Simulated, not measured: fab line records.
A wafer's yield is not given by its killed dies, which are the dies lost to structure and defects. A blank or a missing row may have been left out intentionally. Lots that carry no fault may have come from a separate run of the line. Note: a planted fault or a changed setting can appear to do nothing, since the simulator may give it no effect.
Chamber matching    flow nand harc    NHARC_A_WL_FILL_ALD_19 on ald metal-01 has 4 sister chambers
The step deposits TiN, target thk 2 nm, pulse time 3 s, ald cycles 100. 18 wafers are shown with their chamber, then 9 later ones without.

WAFERS, EACH WITH ITS CHAMBER
wafer   chamber  heater power w (W)  precursor pulse height rel
L074.1  3        1158                0.976
L074.3  2        988                 1.001
L074.5  0        992                 0.996
L076.1  3        1199                1.038
L076.3  0        958                 0.974
L076.4  2        1025                0.992
L082.2  1        1188                1.013
L082.3  0        1011                0.997
L082.6  0        1016                1.031
L083.3  2        1002                1.000
L083.4  0        993                 1.017
L083.5  1        1234                1.009
L084.1  0        1024                1.006
L084.2  3        1188                1.036
L084.4  2        978                 0.975
L088.1  1        1176                0.990
L088.2  0        995                 0.993
L088.3  2        978                 1.003

SIGNATURES, as means of the wafers listed above
reading                     chamber 0  chamber 1  chamber 2  chamber 3  scatter within a chamber
heater power w              998.43     1199.33    994.20     1181.67    22.7
precursor pulse height rel  1.00200    1.00400    0.99420    1.01667    0.0195
Rule: distance of a wafer from a chamber = root of the sum over the readings of ((wafer's reading minus chamber's mean) / reading's scatter) squared. The wafer belongs to the nearest chamber; if the next one is less than 2 further off, it can't be placed. The scatter: the root of (the sum of the squares of (reading less its chamber's mean) over the shown wafers, divided by (wafers less chambers)).

WAFERS WITH NO CHAMBER GIVEN
wafer   heater power w (W)  precursor pulse height rel
L087.3  1203                1.023
L087.5  1132                1.031
L087.6  1000                1.012
L091.2  983                 1.004
L091.5  1009                1.011
L091.6  1219                0.994
L097.1  1021                1.006
L097.4  1166                0.991
L097.5  1176                1.028

WHICH CHAMBER EACH ONE RAN IN
wafer   from the rows above      in truth
L087.3  can't be placed: 1 or 3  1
L087.5  can't be placed: 3 or 1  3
L087.6  can't be placed: 0 or 2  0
L091.2  can't be placed: 0 or 2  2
L091.5  can't be placed: 0 or 2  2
L091.6  can't be placed: 1 or 3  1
L097.1  can't be placed: 0 or 2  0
L097.4  can't be placed: 3 or 1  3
L097.5  can't be placed: 3 or 1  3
Correct placement for 0 of the 9. Not placeable from these rows: 9 (in 9, the candidates include the true chamber). Wrongly placed: 0.
